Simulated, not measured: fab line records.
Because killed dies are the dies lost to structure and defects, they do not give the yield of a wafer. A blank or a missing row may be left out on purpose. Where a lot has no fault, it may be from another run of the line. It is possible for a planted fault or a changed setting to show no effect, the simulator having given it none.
fab line records	flow n5_finfet
record lots=7	wafers=21
route steps=1938 shown BEOL_M7@1308 BEOL_M8@1377 BEOL_M9@1401 BEOL_M10@1509
start_h: hours from the record's first day to the start of the lot's first wafer shown	wait_h: hours from the lot's prior step to this one	" repeats the value in the row above	L1.1+2: several wafers, shown together as one row	- either no value or no given start	* or withheld: withheld	< > ~ a bound
route shown NAME@n: names a module that has steps shown in the file, with the first one's number in the route	usual: the fault-free wafers' mean and standard deviation	same: alike in all rows	chamber/n: place in a boat	sites: per-site readings	_std_site: the standard deviation of these	_edge_site: inner sites' mean taken away from outer sites' mean	radius_mm: how far each site lies from the wafer's centre	mask NAME#n: copy n	behind: the tool/chamber that last shaped the wafer	hold: why the lot went on hold/how many hours it stayed there/how the hold came to an end	device: which transistor (n, p or np) failed to switch	end of line: tests of these same wafers at the route's end	a step given without rows: its recipe and nothing more	killed: dies lost to structure and defects at the first sort, not the wafer's yield	map: per-die view of a wafer (x killed, . not killed, _ where there is no die)
set.NAME: the setting the step ran with; set.NAME@STEP: the setting that earlier step ran with	model.NAME: the simulator's own value behind a step, which no gauge read
lots run with intentionally changed settings; tables by step, rows by wafer
## steps
# step N5_BEOL_M7_TRENCH_ETCH_37
# recipe chemistry=C4F6/O2	target_depth_a=934.78	target=SiCOH_lowk	time_s=31.2	ion_energy_ev=250	pressure_mtorr=30	source_w=345	bias_w=185	Ar_flow_sccm=300	C4F6_flow_sccm=10	O2_flow_sccm=10
lot.wafer	tool	chamber	start_h	wait_h	set.time_s	model.etch.depth_nm	model.BEOL_M7.feature_depth_nm
L076.1	rie_diel-04	3	-	-	31.2	92.73	92.8
L076.3	"	2	"	"	31.2	93.6	93.6
L076.4	"	1	"	"	31.2	91.42	91.4
L086.2	rie_diel-05	1	-	-	31.2	90.87	90.8
L086.3	"	3	"	"	31.2	94.32	94.4
L086.4	"	0	"	"	31.2	94.17	94.2
L087.1	rie_diel-05	3	-	-	24.52	73.08	73
L087.2	"	1	"	"	24.52	70.37	70.4
L087.6	"	2	"	"	31.2	92.71	92.8
L089.1	rie_diel-04	1	-	-	27.21	82.37	82.4
L089.4	"	0	"	"	31.2	95.84	95.8
L089.5	"	1	"	"	31.2	94.72	94.8
L090.2	rie_diel-05	3	-	-	31.2	93.94	94
L090.4	"	2	"	"	31.2	93.48	93.4
L090.5	"	2	"	"	33.36	99.32	99.4
L092.2	rie_diel-05	3	-	-	31.2	94.95	95
L092.3	"	1	"	"	31.2	89.99	90
L092.4	"	2	"	"	31.2	93.51	93.6
L094.1	rie_diel-05	0	-	-	31.2	93.64	93.6
L094.5	"	3	"	"	31.2	93.9	93.8
L094.6	"	2	"	"	31.2	93.03	93
# step N5_BEOL_M7_ETCH_41
# recipe chemistry=CH3F/O2	target=SiCN	target_depth_a=319	taper_deg=2	time_s=57.8	ion_energy_ev=120	mask_material=TiN	pressure_mtorr=30	source_w=395	bias_w=75	Ar_flow_sccm=150	CH3F_flow_sccm=30	O2_flow_sccm=20
# step N5_BEOL_M7_STRIP_80
# recipe chemistry=N2/H2	time_s=10	power_w=450	temp_c=40	pressure_mtorr=20	rf_frequency_hz=6e+07	bias_power_w=7	n2_flow_sccm=200	h2_flow_sccm=200
# step N5_BEOL_M7_OCD_MEAS_38
# usual trench_depth_nm=93.8/1.8
lot.wafer	tool	chamber	start_h	wait_h	set.time_s@BEOL_M7_TRENCH_ETCH_37	trench_depth_nm
L076.1	ocd-01	-	231.16	-	31.2	93.0
L076.3	"	-	"	"	31.2	93.1
L076.4	"	-	"	"	31.2	91.3
L086.2	ocd-02	-	298.50	-	31.2	91.1
L086.3	"	-	"	"	31.2	94.0
L086.4	"	-	"	"	31.2	94.7
L087.1	ocd-02	-	303.59	-	24.52	73.1
L087.2	"	-	"	"	24.52	69.7
L087.6	"	-	"	"	31.2	93.1
L089.1	ocd-01	-	310.14	-	27.21	82.1
L089.4	"	-	"	"	31.2	96.3
L089.5	"	-	"	"	31.2	94.7
L090.2	ocd-01	-	317.21	-	31.2	94.3
L090.4	"	-	"	"	31.2	93.6
L090.5	"	-	"	"	33.36	99.2
L092.2	ocd-02	-	317.61	-	31.2	94.5
L092.3	"	-	"	"	31.2	90.0
L092.4	"	-	"	"	31.2	93.5
L094.1	ocd-02	-	331.05	-	31.2	93.6
L094.5	"	-	"	"	31.2	93.9
L094.6	"	-	"	"	31.2	92.7
# step N5_BEOL_M7_HM_STRIP_39
# recipe chemistry=peroxide_tin_strip	material=TiN	target_depth_a=250	temp_c=50	time_s=158
# step N5_BEOL_M7_SRD_40
# recipe time_s=30	temp_c=23	rinse_liquid=diw	dry=ipa_marangoni
# step N5_BEOL_M7_ECD_50
# recipe material=Cu	target_thk_a=3000
# step N5_BEOL_M7_ANNEAL_51
# recipe temp_c=225	time_s=90	ambient=N2
# step N5_BEOL_M7_CMP_52
# recipe stop_on=SiCOH_lowk	t_overpolish_s=6.9	down_force_psi=1	platen_rpm=50	clearing_platen_down_force_psi=1.5	clearing_platen_rpm=50	post_cmp_clean=cu_alkaline	target_thk_nm=80	clearing_platen_pad_velocity_m_s=0.99484	pad_velocity_m_s=0.99484
lot.wafer	tool	chamber	start_h	wait_h	set.time_s@BEOL_M7_TRENCH_ETCH_37	model.Cu_of_BEOL_M7_ECD_50.thk_nm
L076.1	cmp-03	1	235.52	0.3	31.2	78.4
L076.3	"	3	"	"	31.2	80
L076.4	"	0	"	"	31.2	76.8
L086.3	cmp-01	1	300.34	0.2	31.2	80.6
L086.4	"	3	"	"	31.2	80.8
L086.2	"	0	"	"	31.2	76.6
L087.1	cmp-01	3	306.22	0.3	24.52	61.4
L087.2	"	0	"	"	24.52	57
L087.6	"	3	"	"	31.2	80
L089.1	cmp-01	3	312.54	0.3	27.21	69.6
L089.4	"	2	"	"	31.2	82.6
L089.5	"	0	"	"	31.2	79.4
L090.4	cmp-03	0	319.35	0.2	31.2	81
L090.2	"	2	"	"	31.2	81.6
L090.5	"	3	"	"	33.36	87.4
L092.4	cmp-02	0	320.26	0.1	31.2	78.8
L092.2	"	1	"	"	31.2	80.6
L092.3	"	2	"	"	31.2	77
L094.1+6	cmp-03	3	333.01	0.3	31.2	79.6
L094.5	"	2	"	"	31.2	79.8
# step N5_BEOL_M7_THK_MEAS_53
# recipe thk_meas_gauge=xrf	reads=Cu_of_BEOL_M7_ECD_50
# usual M7_THK=80.3/1.9
lot.wafer	tool	chamber	start_h	wait_h	set.time_s@BEOL_M7_TRENCH_ETCH_37	M7_THK[nm]
L076.1	film_metro-01	-	235.82	-	31.2	78.4
L076.3	"	-	"	"	31.2	79.8
L076.4	"	-	"	"	31.2	76.8
L086.2	film_metro-01	-	300.64	-	31.2	77.7
L086.3	"	-	"	"	31.2	81.8
L086.4	"	-	"	"	31.2	81.5
L087.1	film_metro-01	-	306.51	-	24.52	62.5
L087.2	"	-	"	"	24.52	57.7
L087.6	"	-	"	"	31.2	81.3
L089.1	film_metro-01	-	312.84	-	27.21	69.4
L089.4	"	-	"	"	31.2	82.2
L089.5	"	-	"	"	31.2	79.3
L090.2	film_metro-01	-	319.61	-	31.2	82.3
L090.4	"	-	"	"	31.2	81.6
L090.5	"	-	"	"	33.36	88.1
L092.2	film_metro-01	-	320.55	-	31.2	81.3
L092.3	"	-	"	"	31.2	77.7
L092.4	"	-	"	"	31.2	79.4
L094.1	film_metro-01	-	333.27	-	31.2	80.6
L094.5	"	-	"	"	31.2	81.0
L094.6	"	-	"	"	31.2	81.0
# step N5_BEOL_M7_PRE_CLEAN_55
# recipe gas=NH3	time_s=15	temp_c=withheld	rf_power_w=300
# step N5_BEOL_M7_DEP_56
# recipe material=SiCN	target_thk_a=100	temp_c=withheld	precursor=3MS/NH3	pressure_torr=3	rf_w=202	time_s=17.5
# step N5_BEOL_M7_RS_MEAS_57
# recipe thk_meas_gauge=four-point-probe	reads=Cu_of_BEOL_M7_ECD_50+Co_of_BEOL_M7_CVD_78+TaN_of_BEOL_M7_ALD_77
# usual M7_RS=0.286/0.0081
lot.wafer	tool	chamber	start_h	wait_h	set.time_s@BEOL_M7_TRENCH_ETCH_37	M7_RS[ohm/sq]
L076.1	film_metro-01	-	235.95	0.1	31.2	0.294
L076.3	"	-	"	"	31.2	0.286
L076.4	"	-	"	"	31.2	0.299
L086.2	film_metro-01	-	300.80	0.1	31.2	0.301
L086.3	"	-	"	"	31.2	0.284
L086.4	"	-	"	"	31.2	0.284
L087.1	film_metro-02	-	306.64	0.1	24.52	0.392
L087.2	"	-	"	"	24.52	0.429
L087.6	"	-	"	"	31.2	0.287
L089.1	film_metro-01	-	312.97	0.1	27.21	0.338
L089.4	"	-	"	"	31.2	0.276
L089.5	"	-	"	"	31.2	0.288
L090.2	film_metro-01	-	319.74	0.1	31.2	0.279
L090.4	"	-	"	"	31.2	0.281
L090.5	"	-	"	"	33.36	0.258
L092.2	film_metro-02	-	320.68	0.1	31.2	0.283
L092.3	"	-	"	"	31.2	0.298
L092.4	"	-	"	"	31.2	0.291
L094.1	film_metro-01	-	333.43	0.1	31.2	0.288
L094.5	"	-	"	"	31.2	0.287
L094.6	"	-	"	"	31.2	0.288
# step N5_BEOL_M8_TRENCH_ETCH_37
# recipe chemistry=C4F6/O2	target_depth_a=934.78	target=SiCOH_lowk	time_s=31.2	ion_energy_ev=250	pressure_mtorr=30	source_w=345	bias_w=185	Ar_flow_sccm=300	C4F6_flow_sccm=10	O2_flow_sccm=10
lot.wafer	tool	chamber	start_h	wait_h	set.time_s	model.BEOL_M8.feature_depth_nm	model.etch.depth_nm
L076.1	rie_diel-01	2	-	-	31.2	90.6	90.59
L076.3	"	3	"	"	31.2	93.8	93.73
L076.4	"	1	"	"	31.2	92.6	92.65
L086.2	rie_diel-03	1	-	-	33.25	103.4	103.3
L086.3	"	2	"	"	31.2	95.6	95.51
L086.4	"	0	"	"	31.2	93.6	93.64
L087.1	rie_diel-06	3	-	-	31.2	94.4	94.31
L087.2	"	2	"	"	33.6	102.4	102.4
L087.6	"	2	"	"	31.2	95.8	95.73
L089.1	rie_diel-01	1	-	-	26.99	82	82.07
L089.4	"	0	"	"	31.2	89.8	89.78
L089.5	"	3	"	"	26.99	81.2	81.11
L092.2	rie_diel-06	0	-	-	31.2	90.8	90.83
L092.3	"	1	"	"	31.2	93.4	93.35
L092.4	"	2	"	"	35.35	105.8	105.8
L090.2	rie_diel-06	3	-	-	29.29	87.6	87.56
L090.4	"	1	"	"	31.2	94.4	94.47
L090.5	"	0	"	"	29.29	85.4	85.34
L094.1	rie_diel-06	1	-	-	31.2	93.2	93.11
L094.5	"	2	"	"	37.4	112.4	112.4
L094.6	"	3	"	"	31.2	93	92.95
# step N5_BEOL_M8_ETCH_41
# recipe chemistry=CH3F/O2	target=SiCN	target_depth_a=319	taper_deg=2	time_s=57.8	ion_energy_ev=120	mask_material=TiN	pressure_mtorr=30	source_w=395	bias_w=75	Ar_flow_sccm=150	CH3F_flow_sccm=30	O2_flow_sccm=20
# step N5_BEOL_M8_STRIP_80
# recipe chemistry=N2/H2	time_s=10	power_w=450	temp_c=40	pressure_mtorr=20	rf_frequency_hz=6e+07	bias_power_w=7	n2_flow_sccm=200	h2_flow_sccm=200
# step N5_BEOL_M8_OCD_MEAS_38
# usual trench_depth_nm=93.1/1.9
lot.wafer	tool	chamber	start_h	wait_h	set.time_s@BEOL_M8_TRENCH_ETCH_37	trench_depth_nm
L076.1	ocd-01	-	240.26	-	31.2	90.3
L076.3	"	-	"	"	31.2	93.7
L076.4	"	-	"	"	31.2	93.2
L086.2	ocd-01	-	306.47	-	33.25	103.2
L086.3	"	-	"	"	31.2	95.6
L086.4	"	-	"	"	31.2	93.7
L087.1	ocd-02	-	310.11	-	31.2	94.6
L087.2	"	-	"	"	33.6	102.2
L087.6	"	-	"	"	31.2	96.1
L089.1	ocd-02	-	318.86	-	26.99	82.2
L089.4	"	-	"	"	31.2	89.5
L089.5	"	-	"	"	26.99	80.8
L092.2	ocd-01	-	325.01	-	31.2	90.7
L092.3	"	-	"	"	31.2	93.8
L092.4	"	-	"	"	35.35	105.6
L090.2	ocd-01	-	326.01	-	29.29	87.8
L090.4	"	-	"	"	31.2	95.0
L090.5	"	-	"	"	29.29	85.4
L094.1	ocd-01	-	337.86	-	31.2	92.8
L094.5	"	-	"	"	37.4	112.7
L094.6	"	-	"	"	31.2	92.9
# step N5_BEOL_M8_HM_STRIP_39
# recipe chemistry=peroxide_tin_strip	material=TiN	target_depth_a=250	temp_c=50	time_s=158
# step N5_BEOL_M8_SRD_40
# recipe time_s=30	temp_c=23	rinse_liquid=diw	dry=ipa_marangoni
# step N5_BEOL_M8_ECD_50
# recipe material=Cu	target_thk_a=3000
# step N5_BEOL_M8_ANNEAL_51
# recipe temp_c=225	time_s=90	ambient=N2
# step N5_BEOL_M8_CMP_52
# recipe stop_on=SiCOH_lowk	t_overpolish_s=6.9	down_force_psi=1	platen_rpm=50	clearing_platen_down_force_psi=1.5	clearing_platen_rpm=50	post_cmp_clean=cu_alkaline	target_thk_nm=80	clearing_platen_pad_velocity_m_s=0.99484	pad_velocity_m_s=0.99484
lot.wafer	tool	chamber	start_h	wait_h	set.time_s@BEOL_M8_TRENCH_ETCH_37	model.Cu_of_BEOL_M8_ECD_50.thk_nm
L076.4	cmp-04	0	243.62	0.2	31.2	78.8
L076.3	"	1	"	"	31.2	79.2
L076.1	"	2	"	"	31.2	77.8
L086.4	cmp-03	1	310.23	0.2	31.2	81.8
L086.2	"	2	"	"	33.25	88.8
L086.3	"	3	"	"	31.2	83
L087.1	cmp-01	0	315.26	0.4	31.2	80.6
L087.2	"	1	"	"	33.6	88.6
L087.6	"	3	"	"	31.2	82
L089.1	cmp-04	0	320.87	0.3	26.99	69.6
L089.4	"	1	"	"	31.2	75
L089.5	"	1	"	"	26.99	67
L092.2	cmp-01	1	327.44	0.2	31.2	76.8
L092.4	"	2	"	"	35.35	92.6
L092.3	"	0	"	"	31.2	78.6
L090.4	cmp-04	3	329.65	0.1	31.2	80.4
L090.2	"	1	"	"	29.29	74.2
L090.5	"	3	"	"	29.29	69.8
L094.1+6	cmp-01	2,1	341.25	0.3	31.2	79.6
L094.5	"	0	"	"	37.4	98.2
# step N5_BEOL_M8_THK_MEAS_53
# recipe thk_meas_gauge=xrf	reads=Cu_of_BEOL_M8_ECD_50
# usual M8_THK=79.8/2.2
lot.wafer	tool	chamber	start_h	wait_h	set.time_s@BEOL_M8_TRENCH_ETCH_37	M8_THK[nm]
L076.1	film_metro-01	-	243.88	-	31.2	77.8
L076.3	"	-	"	"	31.2	79.3
L076.4	"	-	"	"	31.2	78.6
L086.2	film_metro-01	-	310.48	-	33.25	89.8
L086.3	"	-	"	"	31.2	83.8
L086.4	"	-	"	"	31.2	82.5
L087.1	film_metro-02	-	315.52	-	31.2	80.0
L087.2	"	-	"	"	33.6	87.7
L087.6	"	-	"	"	31.2	80.8
L089.1	film_metro-02	-	321.17	-	26.99	69.7
L089.4	"	-	"	"	31.2	75.2
L089.5	"	-	"	"	26.99	67.2
L092.2	film_metro-02	-	327.73	-	31.2	76.6
L092.3	"	-	"	"	31.2	77.9
L092.4	"	-	"	"	35.35	92.1
L090.2	film_metro-02	-	329.95	-	29.29	74.5
L090.4	"	-	"	"	31.2	79.9
L090.5	"	-	"	"	29.29	69.9
L094.1	film_metro-01	-	341.46	-	31.2	80.2
L094.5	"	-	"	"	37.4	99.0
L094.6	"	-	"	"	31.2	80.2
# step N5_BEOL_M8_PRE_CLEAN_55
# recipe gas=NH3	time_s=15	temp_c=withheld	rf_power_w=300
# step N5_BEOL_M8_DEP_56
# recipe material=SiCN	target_thk_a=100	temp_c=withheld	precursor=3MS/NH3	pressure_torr=3	rf_w=202	time_s=17.5
# step N5_BEOL_M8_RS_MEAS_57
# recipe thk_meas_gauge=four-point-probe	reads=Cu_of_BEOL_M8_ECD_50+Co_of_BEOL_M8_CVD_78+TaN_of_BEOL_M8_ALD_77
# usual M8_RS=0.288/0.0095
lot.wafer	tool	chamber	start_h	wait_h	set.time_s@BEOL_M8_TRENCH_ETCH_37	M8_RS[ohm/sq]
L076.1	film_metro-02	-	244.01	0.1	31.2	0.296
L076.3	"	-	"	"	31.2	0.289
L076.4	"	-	"	"	31.2	0.291
L086.2	film_metro-01	-	310.61	0.1	33.25	0.254
L086.3	"	-	"	"	31.2	0.274
L086.4	"	-	"	"	31.2	0.279
L087.1	film_metro-01	-	315.65	0.1	31.2	0.284
L087.2	"	-	"	"	33.6	0.254
L087.6	"	-	"	"	31.2	0.278
L089.1	film_metro-02	-	321.31	0.1	26.99	0.338
L089.4	"	-	"	"	31.2	0.308
L089.5	"	-	"	"	26.99	0.353
L092.2	film_metro-02	-	327.86	0.1	31.2	0.301
L092.3	"	-	"	"	31.2	0.292
L092.4	"	-	"	"	35.35	0.241
L090.2	film_metro-02	-	330.08	0.1	29.29	0.312
L090.4	"	-	"	"	31.2	0.284
L090.5	"	-	"	"	29.29	0.336
L094.1	film_metro-02	-	341.59	0.1	31.2	0.288
L094.5	"	-	"	"	37.4	0.225
L094.6	"	-	"	"	31.2	0.287
# step N5_BEOL_M9_ILD_DEP_00
# recipe material=SiCOH_lowk	target_thk_a=3085.1	temp_c=300	precursor=DEMS/porogen	pressure_torr=5	rf_w=500	time_s=58
lot.wafer	tool	chamber	start_h	wait_h	set.time_s	model.SiCOH_lowk_of_BEOL_M9_ILD_DEP_00.thk_nm
L076.1	pecvd-02	2	244.07	0.0	58	302.4
L076.3	"	1	"	"	58	307.4
L076.4	"	2	"	"	58	309.4
L086.2	pecvd-02	1	310.68	0.0	58	306
L086.3	"	0	"	"	62.47	328.6
L086.4	"	1	"	"	62.47	333
L087.1	pecvd-03	0	315.71	0.0	58	308.4
L087.2	"	2	"	"	64.85	347.4
L087.6	"	1	"	"	64.85	347.2
L089.1	pecvd-04	0	321.38	0.0	51.59	274.6
L089.4	"	2	"	"	58	310
L089.5	"	1	"	"	58	312
L092.2	pecvd-04	1	327.92	0.0	50.97	269.6
L092.3	"	0	"	"	58	306.2
L092.4	"	0	"	"	58	310.6
L090.2	pecvd-02	0	330.14	0.0	58	305
L090.4	"	2	"	"	58	307
L090.5	"	1	"	"	50.62	269.4
L094.1	pecvd-04	2	341.66	0.0	66.66	352
L094.5	"	1	"	"	58	313
L094.6	"	2	"	"	66.66	357.8
# step N5_BEOL_M9_CURE_71
# recipe temp_c=385	time_s=240	ambient=He/Ar	material=SiCOH_lowk
lot.wafer	tool	chamber	start_h	wait_h	set.time_s@BEOL_M9_ILD_DEP_00	model.SiCOH_lowk_of_BEOL_M9_ILD_DEP_00.thk_nm
L076.1	uv_cure-02	2	244.15	0.0	58	262.6
L076.3	"	2	"	"	58	267
L076.4	"	2	"	"	58	268.8
L086.2	uv_cure-02	2	310.83	0.1	58	265.8
L086.3	"	2	"	"	62.47	285.8
L086.4	"	2	"	"	62.47	289.6
L087.1	uv_cure-01	1	315.79	0.0	58	268
L087.2	"	1	"	"	64.85	302.4
L087.6	"	1	"	"	64.85	302.2
L089.1	uv_cure-02	2	321.46	0.0	51.59	238
L089.4	"	2	"	"	58	269.4
L089.5	"	2	"	"	58	271.2
L092.2	uv_cure-03	1	328.08	0.1	50.97	233.8
L092.3	"	1	"	"	58	266
L092.4	"	1	"	"	58	269.8
L090.2	uv_cure-02	0	330.30	0.1	58	264.8
L090.4	"	0	"	"	58	266.8
L090.5	"	0	"	"	50.62	233.6
L094.1	uv_cure-02	1	341.74	0.0	66.66	306.4
L094.5	"	1	"	"	58	272
L094.6	"	1	"	"	66.66	311.6
# step N5_BEOL_M9_THK_MEAS_01
# recipe reads=SiCOH_lowk_of_BEOL_M9_ILD_DEP_00
# usual M9_ILD_THK=268/3.2
lot.wafer	tool	chamber	start_h	wait_h	set.time_s@BEOL_M9_ILD_DEP_00	M9_ILD_THK[nm]
L076.1	film_metro-02	-	244.66	0.4	58	263
L076.3	"	-	"	"	58	267
L076.4	"	-	"	"	58	269
L086.2	film_metro-01	-	311.27	0.4	58	266
L086.3	"	-	"	"	62.47	286
L086.4	"	-	"	"	62.47	290
L087.1	film_metro-01	-	316.80	0.8	58	268
L087.2	"	-	"	"	64.85	303
L087.6	"	-	"	"	64.85	302
L089.1	film_metro-02	-	321.97	0.4	51.59	238
L089.4	"	-	"	"	58	269
L089.5	"	-	"	"	58	271
L092.2	film_metro-01	-	328.53	0.4	50.97	234
L092.3	"	-	"	"	58	266
L092.4	"	-	"	"	58	270
L090.2	film_metro-02	-	330.73	0.4	58	265
L090.4	"	-	"	"	58	267
L090.5	"	-	"	"	50.62	234
L094.1	film_metro-02	-	342.25	0.4	66.66	306
L094.5	"	-	"	"	58	272
L094.6	"	-	"	"	66.66	312
# step N5_BEOL_M9_PECVD_70
# recipe material=SiO2	target_thk_a=200	temp_c=400	precursor=TEOS/O2	pressure_torr=5.5	rf_w=450	teos_flow_sccm=53.8	gas=O2	flow_sccm=3000	time_s=22.7
lot.wafer	tool	chamber	start_h	wait_h	set.time_s	model.SiO2_of_BEOL_M9_PECVD_70.thk_nm
L076.1+3	pecvd-02	1,0	244.70	0.0	22.7	19.6
L076.4	"	2	"	"	22.7	20.4
L086.2	pecvd-02	1	311.30	0.0	22.7	19.4
L086.3	"	0	"	"	25.73	22.4
L086.4	"	1	"	"	22.7	20
L087.1	pecvd-02	0	316.83	0.0	22.7	20
L087.2	"	2	"	"	26.01	22.4
L087.6	"	0	"	"	22.7	20.6
L089.1	pecvd-03	1	322.00	0.0	22.7	19.8
L089.4	"	1	"	"	22.7	20
L089.5	"	2	"	"	20.62	18.2
L092.2+3	pecvd-03	2,0	328.57	0.0	20.72	17.8
L092.4	"	1	"	"	22.7	20
L090.2	pecvd-04	2	330.77	0.0	20.07	17.6
L090.4+5	"	1,0	"	"	22.7	20
L094.1	pecvd-04	1	342.29	0.0	21.37	18.8
L094.5	"	0	"	"	22.7	20.4
L094.6	"	1	"	"	21.37	19.2
# step N5_BEOL_M10_VIA_ETCH_34
# recipe chemistry=C4F6/O2	target=SiCOH_lowk	target_depth_a=1845	mask_material=SOC	taper_deg=4	time_s=69.2	ion_energy_ev=250	pressure_mtorr=30	source_w=345	bias_w=185	Ar_flow_sccm=300	C4F6_flow_sccm=10	O2_flow_sccm=10
# usual rf_vpp_V=666/9.5
lot.wafer	tool	chamber	start_h	wait_h	set.source_w	rf_vpp_V
L076.1	rie_diel-01	0	258.99	0.0	345	671
L076.3	"	3	"	"	345	667
L076.4	"	1	"	"	345	660
L086.2	rie_diel-01	3	324.67	0.0	345	668
L086.3	"	1	"	"	327.6	689
L086.4	"	1	"	"	327.6	689
L087.1	rie_diel-06	0	325.32	0.0	321.1	704
L087.2	"	1	"	"	345	652
L087.6	"	0	"	"	321.1	704
L089.1	rie_diel-01	2	334.15	0.0	345	652
L089.4	"	0	"	"	345	670
L089.5	"	1	"	"	345	669
L092.2	rie_diel-01	1	337.03	0.0	360.8	656
L092.3	"	2	"	"	345	651
L092.4	"	2	"	"	360.8	637
L090.2	rie_diel-01	2	344.05	0.0	345	650
L090.4	"	1	"	"	291.3	733
L090.5	"	1	"	"	291.3	733
L094.1	rie_diel-01	2	356.43	0.0	345	651
L094.5	"	1	"	"	320.2	696
L094.6	"	0	"	"	320.2	696
## key
split step=N5_BEOL_M7_TRENCH_ETCH_37	setting=time_s	stated=31.2	by=wafer
response step=N5_BEOL_M7_TRENCH_ETCH_37	reading=model.etch.depth_nm	change=+0.975	per=1%	r=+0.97
response step=N5_BEOL_M7_TRENCH_ETCH_37	reading=model.BEOL_M7.feature_depth_nm	change=+0.98	per=1%	r=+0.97
response step=N5_BEOL_M7_OCD_MEAS_38	reading=trench_depth_nm	change=+1	per=1%	r=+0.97
response step=N5_BEOL_M7_CMP_52	reading=model.Cu_of_BEOL_M7_ECD_50.thk_nm	change=+0.945	per=1%	r=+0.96
response step=N5_BEOL_M7_THK_MEAS_53	reading=M7_THK	change=+0.959	per=1%	r=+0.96
response step=N5_BEOL_M7_RS_MEAS_57	reading=M7_RS	change=-0.00526	per=1%	r=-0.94
split step=N5_BEOL_M8_TRENCH_ETCH_37	setting=time_s	stated=31.2	by=wafer
response step=N5_BEOL_M8_TRENCH_ETCH_37	reading=model.BEOL_M8.feature_depth_nm	change=+0.938	per=1%	r=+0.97
response step=N5_BEOL_M8_TRENCH_ETCH_37	reading=model.etch.depth_nm	change=+0.942	per=1%	r=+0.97
response step=N5_BEOL_M8_OCD_MEAS_38	reading=trench_depth_nm	change=+0.939	per=1%	r=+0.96
response step=N5_BEOL_M8_CMP_52	reading=model.Cu_of_BEOL_M8_ECD_50.thk_nm	change=+0.904	per=1%	r=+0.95
response step=N5_BEOL_M8_THK_MEAS_53	reading=M8_THK	change=+0.903	per=1%	r=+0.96
response step=N5_BEOL_M8_RS_MEAS_57	reading=M8_RS	change=-0.00346	per=1%	r=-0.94
split step=N5_BEOL_M9_ILD_DEP_00	setting=time_s	stated=58	by=wafer
response step=N5_BEOL_M9_ILD_DEP_00	reading=model.SiCOH_lowk_of_BEOL_M9_ILD_DEP_00.thk_nm	change=+3.07	per=1%	r=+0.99
response step=N5_BEOL_M9_CURE_71	reading=model.SiCOH_lowk_of_BEOL_M9_ILD_DEP_00.thk_nm	change=+2.7	per=1%	r=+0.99
response step=N5_BEOL_M9_THK_MEAS_01	reading=M9_ILD_THK	change=+2.71	per=1%	r=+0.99
split step=N5_BEOL_M9_PECVD_70	setting=time_s	stated=22.7	by=wafer
response step=N5_BEOL_M9_PECVD_70	reading=model.SiO2_of_BEOL_M9_PECVD_70.thk_nm	change=+0.191	per=1%	r=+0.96
split step=N5_BEOL_M10_VIA_ETCH_34	setting=source_w	stated=345	by=wafer
response step=N5_BEOL_M10_VIA_ETCH_34	reading=rf_vpp_V	change=-5.39	per=1%	r=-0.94
